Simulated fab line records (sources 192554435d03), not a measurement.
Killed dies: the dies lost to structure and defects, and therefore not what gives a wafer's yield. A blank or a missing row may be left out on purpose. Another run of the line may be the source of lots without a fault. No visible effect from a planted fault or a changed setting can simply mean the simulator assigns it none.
Matching of chambers || flow n5Finfet || rieDiel-05 running N5_HKMG_FIN_ETCH_32: 4 sister chambers
The step etches SOC in N2/H2, target depth 240 nm, time 300 s. 24 wafers are shown with their chamber, then 12 later ones without.

## WAFERS WITH THEIR CHAMBER
{"wafer": "L076.1", "chamber": 2, "showerheadPlenumPTorr (Torr)": 2.64, "throttleValvePct (%)": 17.32, "oesProductAu (a.u.)": 0.73}
{"wafer": "L076.2", "chamber": 1, "showerheadPlenumPTorr (Torr)": 2.52, "throttleValvePct (%)": 18.18, "oesProductAu (a.u.)": 0.70}
{"wafer": "L076.4", "chamber": 3, "showerheadPlenumPTorr (Torr)": 2.52, "throttleValvePct (%)": 17.50, "oesProductAu (a.u.)": 0.73}
{"wafer": "L075.3", "chamber": 0, "showerheadPlenumPTorr (Torr)": 2.72, "throttleValvePct (%)": 17.74, "oesProductAu (a.u.)": 0.94}
{"wafer": "L075.4", "chamber": 2, "showerheadPlenumPTorr (Torr)": 2.64, "throttleValvePct (%)": 17.32, "oesProductAu (a.u.)": 0.73}
{"wafer": "L075.5", "chamber": 3, "showerheadPlenumPTorr (Torr)": 2.51, "throttleValvePct (%)": 17.51, "oesProductAu (a.u.)": 0.74}
{"wafer": "L078.3", "chamber": 3, "showerheadPlenumPTorr (Torr)": 2.51, "throttleValvePct (%)": 17.51, "oesProductAu (a.u.)": 0.71}
{"wafer": "L078.5", "chamber": 3, "showerheadPlenumPTorr (Torr)": 2.51, "throttleValvePct (%)": 17.52, "oesProductAu (a.u.)": 0.72}
{"wafer": "L078.6", "chamber": 0, "showerheadPlenumPTorr (Torr)": 2.72, "throttleValvePct (%)": 17.73, "oesProductAu (a.u.)": 0.90}
{"wafer": "L079.1", "chamber": 0, "showerheadPlenumPTorr (Torr)": 2.72, "throttleValvePct (%)": 17.74, "oesProductAu (a.u.)": 0.91}
{"wafer": "L079.2", "chamber": 1, "showerheadPlenumPTorr (Torr)": 2.52, "throttleValvePct (%)": 18.17, "oesProductAu (a.u.)": 0.69}
{"wafer": "L079.6", "chamber": 2, "showerheadPlenumPTorr (Torr)": 2.63, "throttleValvePct (%)": 17.33, "oesProductAu (a.u.)": 0.72}
{"wafer": "L080.1", "chamber": 3, "showerheadPlenumPTorr (Torr)": 2.51, "throttleValvePct (%)": 17.54, "oesProductAu (a.u.)": 0.72}
{"wafer": "L080.2", "chamber": 0, "showerheadPlenumPTorr (Torr)": 2.72, "throttleValvePct (%)": 17.77, "oesProductAu (a.u.)": 0.90}
{"wafer": "L080.4", "chamber": 1, "showerheadPlenumPTorr (Torr)": 2.52, "throttleValvePct (%)": 18.20, "oesProductAu (a.u.)": 0.67}
{"wafer": "L083.1", "chamber": 3, "showerheadPlenumPTorr (Torr)": 2.51, "throttleValvePct (%)": 17.53, "oesProductAu (a.u.)": 0.71}
{"wafer": "L083.2", "chamber": 1, "showerheadPlenumPTorr (Torr)": 2.51, "throttleValvePct (%)": 18.21, "oesProductAu (a.u.)": 0.67}
{"wafer": "L083.6", "chamber": 0, "showerheadPlenumPTorr (Torr)": 2.72, "throttleValvePct (%)": 17.77, "oesProductAu (a.u.)": 0.88}
{"wafer": "L086.1", "chamber": 1, "showerheadPlenumPTorr (Torr)": 2.51, "throttleValvePct (%)": 18.22, "oesProductAu (a.u.)": 0.68}
{"wafer": "L086.2", "chamber": 3, "showerheadPlenumPTorr (Torr)": 2.51, "throttleValvePct (%)": 17.56, "oesProductAu (a.u.)": 0.73}
{"wafer": "L086.3", "chamber": 2, "showerheadPlenumPTorr (Torr)": 2.63, "throttleValvePct (%)": 17.36, "oesProductAu (a.u.)": 0.73}
{"wafer": "L088.1", "chamber": 3, "showerheadPlenumPTorr (Torr)": 2.50, "throttleValvePct (%)": 17.56, "oesProductAu (a.u.)": 0.72}
{"wafer": "L088.4", "chamber": 0, "showerheadPlenumPTorr (Torr)": 2.71, "throttleValvePct (%)": 17.79, "oesProductAu (a.u.)": 0.88}
{"wafer": "L088.5", "chamber": 3, "showerheadPlenumPTorr (Torr)": 2.50, "throttleValvePct (%)": 17.58, "oesProductAu (a.u.)": 0.72}

SIGNATURES (means of the wafers above)
{"reading": "showerheadPlenumPTorr", "chamber 0": 2.7183, "chamber 1": 2.5160, "chamber 2": 2.6350, "chamber 3": 2.5089, "scatter within a chamber": 0.00544}
{"reading": "throttleValvePct", "chamber 0": 17.7567, "chamber 1": 18.1960, "chamber 2": 17.3325, "chamber 3": 17.5344, "scatter within a chamber": 0.024}
{"reading": "oesProductAu", "chamber 0": 0.9017, "chamber 1": 0.6820, "chamber 2": 0.7275, "chamber 3": 0.7222, "scatter within a chamber": 0.0141}
Rule: a wafer lies at a distance from a chamber equal to the root of the sum of squares, over the readings, of (its reading less the chamber's mean, divided by the reading's scatter). If the next closest chamber is less than 2 further off than the closest, the wafer can't be placed; otherwise it belongs to the closest. How the scatter is found: for the shown wafers, subtract from each reading the mean of its chamber, square and add these, divide the total by (wafers less chambers), then take the root.

## WAFERS MISSING THEIR CHAMBER
{"wafer": "L091.1", "showerheadPlenumPTorr (Torr)": 2.62, "throttleValvePct (%)": 17.38, "oesProductAu (a.u.)": 0.70}
{"wafer": "L091.2", "showerheadPlenumPTorr (Torr)": 2.50, "throttleValvePct (%)": 17.58, "oesProductAu (a.u.)": 0.71}
{"wafer": "L091.3", "showerheadPlenumPTorr (Torr)": 2.71, "throttleValvePct (%)": 17.79, "oesProductAu (a.u.)": 0.86}
{"wafer": "L091.4", "showerheadPlenumPTorr (Torr)": 2.71, "throttleValvePct (%)": 17.81, "oesProductAu (a.u.)": 0.86}
{"wafer": "L091.5", "showerheadPlenumPTorr (Torr)": 2.50, "throttleValvePct (%)": 17.58, "oesProductAu (a.u.)": 0.71}
{"wafer": "L091.6", "showerheadPlenumPTorr (Torr)": 2.62, "throttleValvePct (%)": 17.39, "oesProductAu (a.u.)": 0.70}
{"wafer": "L095.1", "showerheadPlenumPTorr (Torr)": 2.50, "throttleValvePct (%)": 17.60, "oesProductAu (a.u.)": 0.70}
{"wafer": "L095.2", "showerheadPlenumPTorr (Torr)": 2.51, "throttleValvePct (%)": 17.80, "oesProductAu (a.u.)": 0.97}
{"wafer": "L095.3", "showerheadPlenumPTorr (Torr)": 2.62, "throttleValvePct (%)": 17.40, "oesProductAu (a.u.)": 0.69}
{"wafer": "L095.4", "showerheadPlenumPTorr (Torr)": 2.70, "throttleValvePct (%)": 17.84, "oesProductAu (a.u.)": 0.83}
{"wafer": "L095.5", "showerheadPlenumPTorr (Torr)": 2.62, "throttleValvePct (%)": 17.40, "oesProductAu (a.u.)": 0.69}
{"wafer": "L095.6", "showerheadPlenumPTorr (Torr)": 2.50, "throttleValvePct (%)": 17.59, "oesProductAu (a.u.)": 0.69}

## WHICH CHAMBER EACH ONE RAN IN
{"wafer": "L091.1", "from the rows above": 2, "in truth": 2}
{"wafer": "L091.2", "from the rows above": 3, "in truth": 3}
{"wafer": "L091.3", "from the rows above": 0, "in truth": 0}
{"wafer": "L091.4", "from the rows above": 0, "in truth": 0}
{"wafer": "L091.5", "from the rows above": 3, "in truth": 3}
{"wafer": "L091.6", "from the rows above": 2, "in truth": 2}
{"wafer": "L095.1", "from the rows above": 3, "in truth": 3}
{"wafer": "L095.2", "from the rows above": 3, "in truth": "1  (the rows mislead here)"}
{"wafer": "L095.3", "from the rows above": 2, "in truth": 2}
{"wafer": "L095.4", "from the rows above": 0, "in truth": 0}
{"wafer": "L095.5", "from the rows above": 2, "in truth": 2}
{"wafer": "L095.6", "from the rows above": 3, "in truth": 3}
Placed correctly: 11 of 12. Can't be placed from these rows: 0. Wrongly placed: 1.
